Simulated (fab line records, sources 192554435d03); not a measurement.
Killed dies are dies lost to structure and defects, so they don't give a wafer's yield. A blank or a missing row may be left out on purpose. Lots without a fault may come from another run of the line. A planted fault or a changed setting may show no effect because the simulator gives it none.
fab line records | flow n5_finfet | part 1 of 2: steps 1 to 25 of 26
record lots=6 wafers=18 last_day=17
route steps=1938 shown ZERO_LAYER@9 WELL_APT@20 BEOL_M4@1111 PASSIVATION@1936
lots that met no fault: from a run of the same line without faults
start_h: hours from the record's first day to the start of the lot's first wafer shown | wait_h: hours since the lot's step before | " the same as in the row above | L1.1+2: a row that stands for several wafers | - no value, or no start given | * or withheld: withheld | < > ~ a bound
route shown NAME@n: a module of which the file shows steps, and the number in the route of the first | usual: mean/standard deviation of fault-free wafers | same: alike in all rows | chamber/n: place in a boat | sites: the reading at each site | _std_site: their standard deviation | _edge_site: outer sites' mean less inner sites' | radius_mm: how far each site lies from the wafer's centre | mask NAME#n: copy n | behind: the tool/chamber that last shaped the wafer | hold: why the lot was held/for how many hours/how that ended | device: the transistor (n, p or np) that didn't switch | end of line: the same wafers' tests at the end of the route | a step without rows: its recipe alone | killed: dies lost to structure and defects at the first sort, not the wafer's yield | map: a wafer's dies, x killed, . not, _ none there
set.NAME: the setting as run; set.NAME@STEP: as run at that earlier step | model.NAME: the simulator's own value behind a step, which no gauge read
lots at some steps of the route; a table a step, a row a wafer
services: from which hour (start_h, from the record's first day; less than 0 if before it) a tool's chamber was out of use, for how many hours, and why
## steps
# step N5_ZERO_LAYER_EXPOSE_08
# recipe mask_id=ZERO na=0.55 source_shape=conventional sigma_outer=0.8 polarization=unpolarized defocus_nm=0 target_cd_nm=2000 dose_mj=16.2
# step N5_ZERO_LAYER_PEB_09
# recipe peb_temp_c=withheld peb_time_s=*
# step N5_ZERO_LAYER_DEVELOP_10
# recipe develop_time_s=60 rinse_liquid=diw dry=air_spin dev_temp_c=21
# step N5_ZERO_LAYER_HARDBAKE_23
# recipe temp_c=130 time_s=120
# step N5_ZERO_LAYER_CD_MEAS_11
# recipe target_cd_nm=2000 landing_energy_ev=500 detector=se_inlens
# usual cd_nm=2001.5/2.2
# columns lot.wafer tool chamber start_h wait_h cd_nm
L260.1 cd_sem-01 0 24.77 - 2001.7
L260.5 " 0 " " 1998.3
L260.6 " 0 " " 2001.4
L263.2 cd_sem-01 0 42.77 - 2002.5
L263.5 " 0 " " 1999.3
L263.6 " 0 " " 2000.3
L267.1 cd_sem-03 0 66.64 - 1999.2
L267.2 " 0 " " 2003.8
L267.4 " 0 " " 2004.7
L270.3 cd_sem-03 0 84.77 - 1999.6
L270.4 " 0 " " 1998.3
L270.5 " 0 " " 2000.7
L271.2 cd_sem-01 0 90.64 - 2005.3
L271.3 " 0 " " 2002.3
L271.4 " 0 " " 1999.8
L275.1 cd_sem-01 0 114.77 - 2000.8
L275.4 " 0 " " 2000.8
L275.6 " 0 " " 2005.5
# step N5_ZERO_LAYER_DESCUM_16
# recipe chemistry=O2 time_s=7.9 source_power_w=50 bias_power_w=20 pressure_mtorr=20 rf_frequency_hz=2.712e+07 temp_c=40 o2_flow_sccm=225
# usual drypump_motor_current_A=5.8/0.55 o2_flow_sccm=225.1/0.75 oes_product_au=0.76/0.068 rf_fwd_power_W=49.39/0.23 rf_vpp_V=243.5/1.4 showerhead_plenum_p_Torr=2.11/0.072 temp_c=39.98/0.11 throttle_valve_pct=20.29/0.27
# columns lot.wafer tool chamber start_h wait_h drypump_motor_current_A o2_flow_sccm oes_product_au rf_fwd_power_W rf_hours_counter_h rf_vpp_V showerhead_plenum_p_Torr temp_c throttle_valve_pct
L260.1 rie_diel-04 0 24.84 0.1 5.3 225.0 0.80 49.31 103 245.7 2.18 40.03 20.24
L260.5 " 3 " " 5.9 224.2 0.72 49.13 - 240.7 2.00 39.98 20.37
L260.6 " 2 " " 4.9 225.7 0.75 49.43 - 244.3 2.19 39.98 20.34
L263.2 rie_diel-02 1 42.80 0.0 5.1 225.1 0.72 49.47 184 243.7 2.16 39.98 20.11
L263.5 " 3 " " 6.5 224.8 0.75 49.16 - 242.9 2.06 40.04 20.09
L263.6 " 0 " " 6.4 224.7 0.71 49.66 - 244.5 2.17 40.12 20.52
L267.1 rie_diel-04 1 66.77 0.1 6.3 225.8 0.74 49.74 161 244.4 2.16 39.84 19.90
L267.2 " 2 " " 4.9 225.6 0.75 49.68 173 245.0 2.18 39.95 20.36
L267.4 " 3 " " 5.9 223.7 0.71 49.33 198 240.1 1.99 39.95 20.39
L270.3 rie_diel-04 3 84.81 0.0 5.9 226.8 0.71 49.30 203 239.3 1.99 40.01 20.39
L270.4 " 1 " " 6.3 225.0 0.74 49.26 167 244.8 2.16 39.89 19.91
L270.5 " 0 " " 5.3 225.4 0.77 49.13 - 244.0 2.17 39.95 20.27
L271.2 rie_diel-04 2 90.68 0.0 4.9 225.3 0.74 49.77 180 245.0 2.18 39.92 20.35
L271.3 " 0 " " 5.3 224.9 0.77 49.44 124 245.3 2.17 39.97 20.29
L271.4 " 1 " " 6.2 223.9 0.74 49.82 169 243.8 2.16 39.94 19.93
L275.1 rie_diel-06 1 114.81 0.0 5.4 226.1 0.89 48.94 38 245.2 2.11 39.95 19.77
L275.4 " 3 " " 5.2 225.4 0.73 49.15 151 241.8 2.02 39.95 20.47
L275.6 " 2 " " 6.2 224.7 0.93 49.18 - 243.4 2.03 39.95 20.27
# step N5_ZERO_LAYER_ETCH_17
# recipe chemistry=CF4 target=SiO2 target_depth_a=120 time_s=13.3 ion_energy_ev=350 pressure_mtorr=40 source_w=450 bias_w=215 Ar_flow_sccm=100 cf4_flow_sccm=100
# usual drypump_motor_current_A=5.8/0.55 oes_product_au=0.76/0.068 rf_fwd_power_W=446.2/1.5 rf_vpp_V=950/4.5 showerhead_plenum_p_Torr=2.16/0.071 throttle_valve_pct=15.61/0.19
# columns lot.wafer tool chamber start_h wait_h drypump_motor_current_A oes_product_au rf_fwd_power_W rf_hours_counter_h rf_vpp_V showerhead_plenum_p_Torr throttle_valve_pct
L260.1 rie_diel-04 0 24.87 0.0 5.3 0.79 443.4 103 954 2.23 15.57
L260.5 " 3 " " 5.9 0.71 447.5 - 942 2.06 15.74
L260.6 " 2 " " 4.9 0.77 446.5 - 953 2.23 15.63
L263.2 rie_diel-02 1 42.84 0.0 5.1 0.74 447.7 184 954 2.22 15.47
L263.5 " 3 " " 6.4 0.73 446.5 - 947 2.15 15.65
L263.6 " 0 " " 6.4 0.73 447.4 - 952 2.21 15.77
L267.1 rie_diel-04 1 66.81 0.0 6.3 0.75 447.5 161 954 2.24 15.45
L267.2 " 2 " " 4.9 0.75 445.7 173 953 2.22 15.66
L267.4 " 3 " " 5.9 0.70 445.5 198 942 2.05 15.77
L270.3 rie_diel-04 3 84.84 0.0 5.9 0.69 447.5 203 942 2.05 15.78
L270.4 " 1 " " 6.3 0.74 446.2 167 954 2.24 15.43
L270.5 " 0 " " 5.3 0.76 446.0 - 954 2.23 15.60
L271.2 rie_diel-04 2 90.71 0.0 4.9 0.75 449.7 180 954 2.22 15.67
L271.3 " 0 " " 5.3 0.76 444.4 124 954 2.22 15.62
L271.4 " 1 " " 6.2 0.74 447.9 169 954 2.24 15.45
L275.1 rie_diel-06 1 114.85 0.0 5.4 0.87 443.8 38 951 2.17 15.20
L275.4 " 3 " " 5.2 0.75 447.2 151 942 2.04 15.52
L275.6 " 2 " " 6.2 0.95 446.1 - 946 2.10 15.65
# step N5_ZERO_LAYER_ETCH_18
# recipe chemistry=HBr/Cl2 target=Si target_depth_a=1200 time_s=40 pressure_mtorr=10 icp_w=800 bias_w=75 HBr_flow_sccm=150 Cl2_flow_sccm=80
# usual drypump_motor_current_A=5.5/0.6 oes_product_au=1.002/0.012 rf_fwd_power_W=795.5/2.6 throttle_valve_pct=36.3/0.34
# columns lot.wafer tool chamber start_h wait_h drypump_motor_current_A oes_product_au rf_fwd_power_W rf_hours_counter_h throttle_valve_pct
L260.1 rie_si-05 0 24.95 0.0 5.5 1.020 795.0 92 36.3
L260.5 " 2 " " 6.4 1.007 794.0 - 36.3
L260.6 " 1 " " 4.9 0.988 796.8 - 36.6
L263.2 rie_si-05 1 42.91 0.0 4.9 0.988 793.9 2 36.5
L263.5 " 1 " " 4.9 0.998 797.2 - 36.6
L263.6 " 2 " " 6.3 1.008 798.6 - 36.3
L267.1 rie_si-03 1 66.88 0.0 6.1 0.981 797.2 5 36.4
L267.2 " 3 " " 6.0 0.985 796.8 19 36.3
L267.4 " 2 " " 5.0 0.987 793.7 13 36.3
L270.3 rie_si-03 3 84.91 0.0 6.0 0.991 792.0 19 36.3
L270.4 " 0 " " 5.9 1.013 791.4 128 36.0
L270.5 " 1 " " 6.1 0.990 799.0 - 36.4
L271.2 rie_si-04 1 90.79 0.0 5.8 1.006 791.0 31 36.5
L271.3 " 0 " " 6.3 1.003 798.5 189 36.1
L271.4 " 2 " " 4.7 1.004 797.1 137 36.9
L275.1 rie_si-03 1 114.92 0.0 6.1 0.994 795.1 6 36.3
L275.4 " 3 " " 6.0 0.985 790.6 20 36.3
L275.6 " 1 " " 6.1 0.995 794.3 - 36.4
# step N5_ZERO_LAYER_STRIP_24
# recipe chemistry=O2 power_w=1000 temp_c=250 overash_fraction=0.3 pressure_mtorr=1000 o2_flow_sccm=6750
# usual drypump_motor_current_A=5.88/0.15 heater_power_w=347/52 o2_flow_sccm=6755/19 oes_product_au=0.647/0.0047 strip_time_to_endpoint_s=43.88/0.098 temp_c=250.00/0.18
# columns lot.wafer tool chamber start_h wait_h drypump_motor_current_A heater_power_w o2_flow_sccm oes_product_au rf_hours_counter_h strip_time_to_endpoint_s temp_c
L260.1 plasma_asher-01 0 25.05 0.1 6.00 394 6770 0.641 26 43.95 249.88
L260.5 " 1 " " 5.96 280 6719 0.643 - 44.04 249.78
L260.6 " 0 " " 6.00 400 6732 0.648 - 44.03 249.88
L263.2 plasma_asher-02 1 43.02 0.1 5.92 397 6742 0.646 81 43.96 250.06
L263.5 " 1 " " 5.93 396 6781 0.652 - 43.97 250.26
L263.6 " 0 " " 5.65 312 6742 0.640 - 43.89 250.01
L267.1 plasma_asher-02 1 66.99 0.1 5.95 390 6741 0.653 85 43.82 249.91
L267.2 " 0 " " 5.66 309 6741 0.646 85 43.84 250.11
L267.4 " 0 " " 5.61 308 6755 0.642 - 43.89 250.11
L270.3 plasma_asher-02 0 85.04 0.1 5.63 311 6776 0.647 - 44.09 250.01
L270.4 " 1 " " 5.99 403 6768 0.636 - 43.94 250.07
L270.5 " 0 " " 5.67 305 6776 0.651 - 43.90 250.05
L271.2 plasma_asher-01 0 90.89 0.1 6.02 403 6747 0.646 39 43.84 250.10
L271.3 " 0 " " 6.04 401 6739 0.645 - 43.91 250.07
L271.4 " 1 " " 5.93 284 6751 0.647 - 43.88 249.87
L275.1 plasma_asher-01 0 115.02 0.1 6.01 408 6790 0.639 43 43.79 249.99
L275.4 " 0 " " 6.00 402 6766 0.640 - 43.94 249.78
L275.6 " 1 " " 5.96 280 6743 0.643 - 43.94 250.35
# step N5_ZERO_LAYER_STRIP_19
# recipe chemistry=SPM time_s=900 temp_c=130 h2so4_h2o2_vol_ratio=4 dry=ipa_marangoni
# step N5_ZERO_LAYER_INSPECT_20
# recipe inspect_instrument=darkfield mode=post_clean
# usual raw_defect_count=40/17
# columns lot.wafer tool chamber start_h wait_h raw_defect_count
L260.1 defect_inspect-02 - 25.41 0.0 65
L260.5 " - " " 59
L260.6 " - " " 49
L263.2 defect_inspect-02 - 43.38 0.0 36
L263.5 " - " " 18
L263.6 " - " " 36
L267.1 defect_inspect-02 - 67.35 0.0 57
L267.2 " - " " 82
L267.4 " - " " 72
L270.3 defect_inspect-02 - 85.38 0.0 53
L270.4 " - " " 22
L270.5 " - " " 32
L271.2 defect_inspect-02 - 91.26 0.0 41
L271.3 " - " " 28
L271.4 " - " " 34
L275.1 defect_inspect-01 - 115.38 0.0 54
L275.4 " - " " 36
L275.6 " - " " 45
# step N5_WELL_APT_HMDS_01
# recipe time_s=60 temp_c=120
# step N5_WELL_APT_COAT_02
# recipe spin_rpm=1357 resist_thk_nm=950
# usual resist_line_temp_C=23.01/0.096 spin_speed_rpm=1357.0/1.1
# columns lot.wafer tool chamber start_h wait_h resist_line_temp_C spin_speed_rpm model.coat_of_WELL_APT_COAT_02.thk_nm
L260.1 litho_track-05 0 25.45 - 22.94 1357.1 947.9
L260.5 " 0 " " 23.00 1359.3 951.2
L260.6 " 0 " " 23.03 1358.0 950.1
L263.2 litho_track-01 0 43.41 - 22.78 1357.3 951.7
L263.5 " 0 " " 22.95 1357.1 949.5
L263.6 " 0 " " 22.97 1355.7 948.8
L267.1 litho_track-03 0 67.39 - 23.18 1355.8 950.2
L267.2 " 0 " " 22.94 1355.8 947.2
L267.4 " 0 " " 23.06 1357.4 947.2
L270.3 litho_track-01 0 85.42 - 22.89 1443.4 922.8
L270.4 " 0 " " 23.06 1443.1 922.3
L270.5 " 0 " " 23.04 1443.3 920.7
L271.2 litho_track-03 0 91.29 - 23.03 1356.5 950.3
L271.3 " 0 " " 23.05 1357.1 948.4
L271.4 " 0 " " 23.01 1357.3 949.9
L275.1 litho_track-01 0 115.42 - 22.98 1439.4 924.3
L275.4 " 0 " " 22.95 1442.0 924.2
L275.6 " 0 " " 23.18 1443.0 920.8
# step N5_WELL_APT_EBR_04
# recipe solvent=PGMEA ebr_width_mm=1.5
# step N5_WELL_APT_SOFTBAKE_03
# recipe temp_c=130 time_s=60
# step N5_WELL_APT_EXPOSE_05
# recipe mask_id=NWELL na=0.8 source_shape=conventional sigma_outer=0.8 polarization=unpolarized defocus_nm=0 target_cd_nm=200 dose_mj=20.3
# step N5_WELL_APT_PEB_06
# recipe peb_temp_c=130 peb_time_s=90
# step N5_WELL_APT_DEVELOP_07
# recipe develop_time_s=45 rinse_liquid=surfactant_rinse dry=air_spin dev_temp_c=21
# step N5_WELL_APT_HARDBAKE_12
# recipe temp_c=130 time_s=120
# step N5_WELL_APT_CD_MEAS_08
# recipe target_cd_nm=200 landing_energy_ev=500 detector=se_inlens
# usual cd_nm=200.8/1.8
# columns lot.wafer tool chamber start_h wait_h cd_nm
L260.1 cd_sem-02 0 25.84 - 196.9
L260.5 " 0 " " 200.0
L260.6 " 0 " " 200.2
L263.2 cd_sem-02 0 43.69 - 202.3
L263.5 " 0 " " 201.8
L263.6 " 0 " " 197.5
L267.1 cd_sem-02 0 67.78 - 195.3
L267.2 " 0 " " 196.6
L267.4 " 0 " " 198.1
L270.3 cd_sem-01 0 85.81 - 201.5
L270.4 " 0 " " 204.2
L270.5 " 0 " " 202.6
L271.2 cd_sem-01 0 91.56 - 199.6
L271.3 " 0 " " 201.1
L271.4 " 0 " " 199.0
L275.1 cd_sem-02 0 115.81 - 201.4
L275.4 " 0 " " 198.3
L275.6 " 0 " " 202.3
# step N5_WELL_APT_OVL_MEAS_09
# recipe points_per_wafer=44
# usual NWELL_OVL=-4/6.1
# columns lot.wafer tool chamber start_h wait_h NWELL_OVL[nm]
L260.1 overlay-02 0 25.87 0.0 -19
L260.5 " 0 " " -11
L260.6 " 0 " " -10
L263.2 overlay-01 0 43.71 0.0 2
L263.5 " 0 " " -4
L263.6 " 0 " " 2
L267.1 overlay-01 0 67.81 0.0 -10
L267.2 " 0 " " -11
L267.4 " 0 " " -5
L270.3 overlay-02 0 85.84 0.0 -9
L270.4 " 0 " " -2
L270.5 " 0 " " -10
L271.2 overlay-01 0 91.59 0.0 3
L271.3 " 0 " " -1
L271.4 " 0 " " -2
L275.1 overlay-01 0 115.84 0.0 2
L275.4 " 0 " " 2
L275.6 " 0 " " 3
# step N5_WELL_APT_INSPECT_10
# recipe mode=adi inspect_instrument=macro
# usual raw_defect_count=2.0/1.3
# columns lot.wafer tool chamber start_h wait_h raw_defect_count
L260.1 defect_inspect-02 - 25.89 0.0 4
L260.5 " - " " 4
L260.6 " - " " 0
L263.2 defect_inspect-02 - 43.74 0.0 0
L263.5 " - " " 2
L263.6 " - " " 0
L267.1 defect_inspect-02 - 67.84 0.0 1
L267.2 " - " " 3
L267.4 " - " " 2
L270.3 defect_inspect-01 - 85.86 0.0 1
L270.4 " - " " 2
L270.5 " - " " 1
L271.2 defect_inspect-01 - 91.62 0.0 0
L271.3 " - " " 1
L271.4 " - " " 2
L275.1 defect_inspect-01 - 115.87 0.0 2
L275.4 " - " " 0
L275.6 " - " " 1
# step N5_WELL_APT_DESCUM_13
# recipe chemistry=O2 time_s=7.9 source_power_w=50 bias_power_w=20 pressure_mtorr=20 rf_frequency_hz=2.712e+07 temp_c=40 o2_flow_sccm=225
# usual drypump_motor_current_A=5.6/0.47 o2_flow_sccm=225.0/0.69 oes_product_au=0.74/0.059 rf_fwd_power_W=49.72/0.17 rf_vpp_V=243.3/1.5 showerhead_plenum_p_Torr=2.10/0.079 temp_c=39.99/0.1 throttle_valve_pct=20.45/0.21
# columns lot.wafer tool chamber start_h wait_h drypump_motor_current_A o2_flow_sccm oes_product_au rf_fwd_power_W rf_hours_counter_h rf_vpp_V showerhead_plenum_p_Torr temp_c throttle_valve_pct model.coat_of_WELL_APT_COAT_02.thk_nm
L260.1 rie_diel-05 3 25.93 0.0 4.8 224.9 0.75 49.97 135 246.6 2.19 40.10 20.32 929.7
L260.5 " 2 " " 6.2 224.5 0.75 49.96 - 241.9 2.00 39.93 20.59 933
L260.6 " 3 " " 4.8 225.3 0.75 49.62 - 246.2 2.19 39.95 20.31 931.9
L263.2 rie_diel-01 3 43.77 0.0 5.7 225.4 0.69 49.81 214 242.3 2.09 39.96 20.57 933.7
L263.5 " 2 " " 5.5 226.2 0.72 49.88 - 241.4 2.00 40.08 20.39 931.3
L263.6 " 3 " " 5.7 224.6 0.69 49.57 - 241.5 2.09 40.03 20.55 930.7
L267.1 rie_diel-03 1 67.87 0.0 5.4 225.3 0.68 49.50 236 242.7 2.07 39.96 20.39 932
L267.2 " 0 " " 5.2 226.3 0.71 49.66 223 242.5 1.96 39.80 20.32 929.1
L267.4 " 1 " " 5.4 224.4 0.68 49.55 - 243.5 2.07 40.02 20.39 929
L270.3 rie_diel-05 0 85.90 0.0 5.2 225.8 0.71 49.21 155 243.4 2.07 39.93 20.00 904.7
L270.4 " 1 " " 5.4 225.9 0.73 50.14 154 240.9 2.10 40.05 20.62 904.2
L270.5 " 0 " " 5.2 225.2 0.71 49.54 - 241.6 2.07 40.01 19.99 902.6
L271.2 rie_diel-01 0 91.65 0.0 6.0 224.2 0.72 49.61 174 244.8 2.21 40.04 20.64 932.2
L271.3 " 1 " " 5.9 224.5 0.74 49.71 143 245.2 2.19 40.01 20.50 930.2
L271.4 " 1 " " 5.9 224.6 0.75 49.69 - 245.4 2.19 39.99 20.51 931.7
L275.1 rie_diel-05 2 115.90 0.0 6.2 225.2 0.72 49.63 177 243.2 1.99 40.16 20.65 906.1
L275.4 " 1 " " 5.4 225.4 0.72 49.70 162 241.8 2.09 40.16 20.64 906.1
L275.6 " 2 " " 6.2 225.6 0.71 49.81 - 242.4 1.99 39.89 20.66 902.7
# step N5_WELL_APT_IMPLANT_14
# recipe species=P energy_kev=160 dose_cm2=1.5e+13 tilt_deg=0 rotation_deg=0
# step N5_BEOL_M4_RC_MEAS_101
# usual DIBL_N=37.0/2.3 DIBL_P=37.3/2.8 IOFF_N=0.17/0.046 IOFF_P=0.23/0.054 ION_N=675/14 ION_P=460/9.3 SS_N=71.7/0.73 SS_P=73.6/0.95 VT_N=249/3.9 VT_P=-250/3.9
# columns lot.wafer tool chamber start_h wait_h DIBL_N[mV/V] DIBL_P[mV/V] IOFF_N[nA/um] IOFF_P[nA/um] ION_N[uA/um] ION_P[uA/um] SS_N[mV/dec] SS_P[mV/dec] VT_N[mV] VT_P[mV]
L260.1 prober-02 0 173.23 0.0 36.9 36.2 0.19 0.22 675 455 71.6 73.3 245 -250
L260.5 " 0 " " 37.7 38.0 0.20 0.26 681 469 71.6 74.2 246 -248
L260.6 " 0 " " 34.2 33.5 0.11 0.17 648 449 70.9 72.7 256 -256
L263.2 prober-01 0 201.37 0.2 33.2 34.3 0.12 0.19 649 454 71.3 72.5 254 -252
L263.5 " 0 " " 36.4 38.4 0.19 0.26 687 477 72.0 73.3 247 -246
L263.6 " 0 " " 37.0 39.1 0.20 0.27 690 470 71.7 73.7 245 -247
L267.1 prober-02 0 222.25 0.0 41.1 40.8 0.26 0.35 680 466 73.5 75.3 245 -241
L267.2 " 0 " " 36.6 36.5 0.16 0.24 683 471 71.4 73.0 250 -247
L267.4 " 0 " " 34.0 33.0 0.12 0.19 646 451 71.2 71.9 252 -250
L270.3 prober-02 0 248.51 0.3 36.3 37.7 0.16 0.24 667 464 71.0 73.4 248 -247
L270.4 " 0 " " 34.2 34.5 0.13 0.20 659 461 70.2 73.1 251 -249
L270.5 " 0 " " 38.9 40.7 0.24 0.32 700 478 71.8 74.5 243 -243
L271.2 prober-02 0 251.04 0.2 37.3 39.3 0.23 0.29 695 473 71.2 74.5 241 -242
L271.3 " 0 " " 35.5 37.2 0.19 0.25 679 470 71.1 73.6 243 -248
L271.4 " 0 " " 38.5 40.0 0.26 0.32 691 472 72.5 74.4 242 -243
L275.1 prober-02 0 286.19 0.0 34.0 33.0 0.11 0.15 656 446 70.9 72.6 256 -254
L275.4 " 0 " " 37.0 35.2 0.14 0.18 670 451 71.3 73.5 254 -254
L275.6 " 0 " " 34.7 32.4 0.11 0.15 649 447 71.2 72.7 256 -255
## key
first_sign step=N5_WELL_APT_COAT_02 reading=spin_speed_rpm direction=up sigmas=80 usual=* struck=*
effect none on later readings
model_effect step=N5_WELL_APT_COAT_02 value=coat_of_WELL_APT_COAT_02.thk_nm without=951.1 struck=922.5
model_effect step=N5_WELL_APT_DESCUM_13 value=coat_of_WELL_APT_COAT_02.thk_nm without=933 struck=904.4
met_at N5_WELL_APT_COAT_02
struck_wafers L270.3,L270.4,L270.5,L275.1,L275.4,L275.6
onset_between 43.41 85.42
fault kind=process_parameter_drift tool=litho_track-01 chamber=- onset_h=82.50 steps=N5_WELL_APT_COAT_02 channel=spin_rpm offset=* shape=step end_h=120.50 acts_in=* stated=*
